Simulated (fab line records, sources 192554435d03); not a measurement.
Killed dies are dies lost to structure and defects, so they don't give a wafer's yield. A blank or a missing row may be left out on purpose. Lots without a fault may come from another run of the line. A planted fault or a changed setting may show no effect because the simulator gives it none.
Chamber matching | flow n5_finfet | N5_BEOL_M3_STRIP_19 on rie_diel-05: 4 sister chambers
The step strips in O2. 14 wafers are shown with their chamber, then 7 later ones without.

WAFERS WITH THEIR CHAMBER
wafer  | chamber | showerhead_plenum_p_Torr (Torr) | drypump_motor_current_A (A) | throttle_valve_pct (%)
L079.1 | 3       | 2.02                            | 5.7                         | 16.24
L079.2 | 1       | 2.00                            | 5.2                         | 17.01
L079.3 | 2       | 2.09                            | 5.6                         | 17.25
L089.1 | 1       | 2.00                            | 5.2                         | 17.03
L089.3 | 0       | 2.08                            | 5.8                         | 16.87
L089.5 | 1       | 2.00                            | 5.2                         | 17.03
L090.1 | 0       | 2.08                            | 5.8                         | 16.87
L090.2 | 3       | 2.01                            | 5.8                         | 16.27
L090.4 | 1       | 2.00                            | 5.2                         | 17.04
L092.3 | 0       | 2.08                            | 5.8                         | 16.84
L092.4 | 3       | 2.01                            | 5.7                         | 16.27
L092.5 | 1       | 2.00                            | 5.2                         | 17.04
L094.1 | 0       | 2.07                            | 5.7                         | 16.84
L094.2 | 2       | 2.09                            | 5.6                         | 16.78

SIGNATURES (means of the wafers above)
reading                  | chamber 0 | chamber 1 | chamber 2 | chamber 3 | scatter within a chamber
showerhead_plenum_p_Torr | 2.0775    | 2.0000    | 2.0900    | 2.0133    | 0.00376
drypump_motor_current_A  | 5.775     | 5.200     | 5.600     | 5.733     | 0.0376
throttle_valve_pct       | 16.8550   | 17.0300   | 17.0150   | 16.2600   | 0.106
Rule: a wafer's distance from a chamber is the root of the sum, over the readings, of the square of ((its reading less the chamber's mean) divided by the reading's scatter). The wafer belongs to the nearest chamber; if the next one is less than 2 further off, it can't be placed. The scatter: the root of (the sum of the squares of (reading less its chamber's mean) over the shown wafers, divided by (wafers less chambers)).

WAFERS WITHOUT THEIR CHAMBER
wafer  | showerhead_plenum_p_Torr (Torr) | drypump_motor_current_A (A) | throttle_valve_pct (%)
L094.3 | 2.01                            | 5.8                         | 16.29
L094.4 | 2.00                            | 5.2                         | 17.04
L094.5 | 2.00                            | 5.2                         | 17.06
L094.6 | 2.08                            | 5.8                         | 16.88
L096.3 | 2.01                            | 5.8                         | 16.29
L096.5 | 2.01                            | 5.8                         | 16.28
L096.6 | 2.07                            | 5.8                         | 16.87

WHICH CHAMBER EACH WENT THROUGH
wafer  | from the rows above | in truth
L094.3 | 3                   | 3
L094.4 | 1                   | 1
L094.5 | 1                   | 1
L094.6 | 0                   | 0
L096.3 | 3                   | 3
L096.5 | 3                   | 3
L096.6 | 0                   | 0
Placed correctly: 7 of 7. Can't be placed from these rows: 0. Placed wrongly: 0.
